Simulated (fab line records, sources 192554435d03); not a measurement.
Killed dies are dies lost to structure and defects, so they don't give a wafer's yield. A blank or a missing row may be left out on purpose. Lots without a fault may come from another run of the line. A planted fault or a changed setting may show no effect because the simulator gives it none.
Chamber matching | flow n5_finfet | N5_MOL_CONTACT_COAG_ALD_131 on ald_sin-03: 4 sister chambers
The step deposits SiO2, target thk 5 nm, pulse time 1 s, co reactant pulse time 1 s. 8 wafers are shown with their chamber, then 11 later ones without.

WAFERS WITH THEIR CHAMBER
wafer  | chamber | heater_power_w (W) | precursor_pulse_height_rel
L078.4 | 1       | 86                 | 1.022
L081.2 | 1       | 86                 | 1.015
L081.5 | 3       | 86                 | 0.981
L082.5 | 3       | 89                 | 1.009
L082.6 | 2       | 87                 | 1.002
L083.1 | 2       | 85                 | 1.012
L083.5 | 0       | 71                 | 1.017
L084.2 | 0       | 71                 | 0.999

WAFERS WITHOUT THEIR CHAMBER
wafer  | heater_power_w (W) | precursor_pulse_height_rel
L084.3 | 88                 | 1.001
L084.6 | 86                 | 1.026
L085.1 | 73                 | 1.002
L085.4 | 87                 | 1.000
L085.5 | 88                 | 0.980
L092.2 | 87                 | 1.006
L092.5 | 87                 | 0.975
L092.6 | 85                 | 0.976
L095.1 | 71                 | 0.991
L095.4 | 78                 | 0.987
L095.6 | 68                 | 1.015

WHICH CHAMBER EACH WENT THROUGH
wafer  | from the rows above               | in truth
L084.3 | can't be placed: 3 or 2 or 1      | 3
L084.6 | can't be placed: 1 or 2           | 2
L085.1 | 0                                 | 0
L085.4 | can't be placed: 3 or 2 or 1      | 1
L085.5 | can't be placed: 3 or 2           | 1
L092.2 | can't be placed: 2 or 3 or 1      | 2
L092.5 | can't be placed: 3 or 2 or 1      | 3
L092.6 | can't be placed: 3 or 2 or 1      | 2
L095.1 | 0                                 | 0
L095.4 | can't be placed: 0 or 2 or 1 or 3 | 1
L095.6 | 0                                 | 0
Placed correctly: 3 of 11. Can't be placed from these rows: 8 (the true chamber is among the candidates in 7). Placed wrongly: 0.
How it was worked out, from the rows above alone: a wafer's distance from a chamber is the root of the sum, over the readings, of the square of ((its reading less the chamber's mean) divided by the reading's scatter). The wafer belongs to the nearest chamber; if the next one is less than 2 further off, it can't be placed. A chamber's mean is the mean of its shown wafers. The scatter: the root of (the sum of the squares of (reading less its chamber's mean) over the shown wafers, divided by (wafers less chambers)).
